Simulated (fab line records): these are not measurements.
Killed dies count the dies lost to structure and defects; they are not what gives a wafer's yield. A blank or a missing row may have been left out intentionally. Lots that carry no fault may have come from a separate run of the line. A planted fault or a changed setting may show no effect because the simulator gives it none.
Matching of chambers / flow nand harc / rie si-02 running NHARC_A_CHANNEL_FILL_D2_ETCHBACK_19: 4 sister chambers
The step etches the open film in HBr/Cl2, target depth 5 nm, time 1.7 s. 8 wafers are shown with their chamber, then 9 later ones without.

## WAFERS PAIRED WITH THEIR CHAMBERS
wafer=L076.3; chamber=0; drypump motor current A (A)=5.9; oes product au (a.u.)=1.011
wafer=L081.1; chamber=3; drypump motor current A (A)=6.2; oes product au (a.u.)=1.000
wafer=L081.2; chamber=1; drypump motor current A (A)=6.0; oes product au (a.u.)=1.015
wafer=L083.4; chamber=1; drypump motor current A (A)=5.9; oes product au (a.u.)=1.022
wafer=L083.5; chamber=0; drypump motor current A (A)=6.0; oes product au (a.u.)=1.023
wafer=L086.1; chamber=3; drypump motor current A (A)=6.3; oes product au (a.u.)=1.007
wafer=L086.2; chamber=2; drypump motor current A (A)=5.3; oes product au (a.u.)=0.995
wafer=L086.5; chamber=2; drypump motor current A (A)=5.3; oes product au (a.u.)=0.995

## WAFERS WHOSE CHAMBER IS MISSING
wafer=L090.1; drypump motor current A (A)=6.0; oes product au (a.u.)=1.019
wafer=L090.4; drypump motor current A (A)=6.3; oes product au (a.u.)=1.001
wafer=L090.5; drypump motor current A (A)=6.0; oes product au (a.u.)=1.012
wafer=L094.1; drypump motor current A (A)=6.0; oes product au (a.u.)=1.018
wafer=L094.2; drypump motor current A (A)=6.0; oes product au (a.u.)=1.016
wafer=L094.5; drypump motor current A (A)=6.0; oes product au (a.u.)=1.007
wafer=L097.1; drypump motor current A (A)=6.0; oes product au (a.u.)=1.015
wafer=L097.3; drypump motor current A (A)=6.0; oes product au (a.u.)=1.003
wafer=L097.6; drypump motor current A (A)=6.2; oes product au (a.u.)=1.008

## WHICH CHAMBER EACH ONE RAN IN
wafer=L090.1; from the rows above=can't be placed: 1 or 0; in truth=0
wafer=L090.4; from the rows above=3; in truth=3
wafer=L090.5; from the rows above=can't be placed: 0 or 1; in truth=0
wafer=L094.1; from the rows above=can't be placed: 1 or 0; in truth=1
wafer=L094.2; from the rows above=can't be placed: 0 or 1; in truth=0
wafer=L094.5; from the rows above=can't be placed: 0 or 1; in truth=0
wafer=L097.1; from the rows above=can't be placed: 0 or 1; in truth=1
wafer=L097.3; from the rows above=can't be placed: 0 or 1 or 3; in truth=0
wafer=L097.6; from the rows above=3; in truth=3
Correctly placed: 2 of 9. These rows do not allow placing 7 (true chamber among the candidates in 7). 0 placed wrongly.
How it was worked out, from the rows above alone: a wafer's distance from a chamber is the root of the sum, over the readings, of the square of ((its reading less the chamber's mean) divided by the reading's scatter). The wafer belongs to the nearest chamber; if the next one is less than 2 further off, it can't be placed. For every chamber, the mean is computed from those of its wafers that are shown. The scatter: the root of (the sum of the squares of (reading less its chamber's mean) over the shown wafers, divided by (wafers less chambers)).
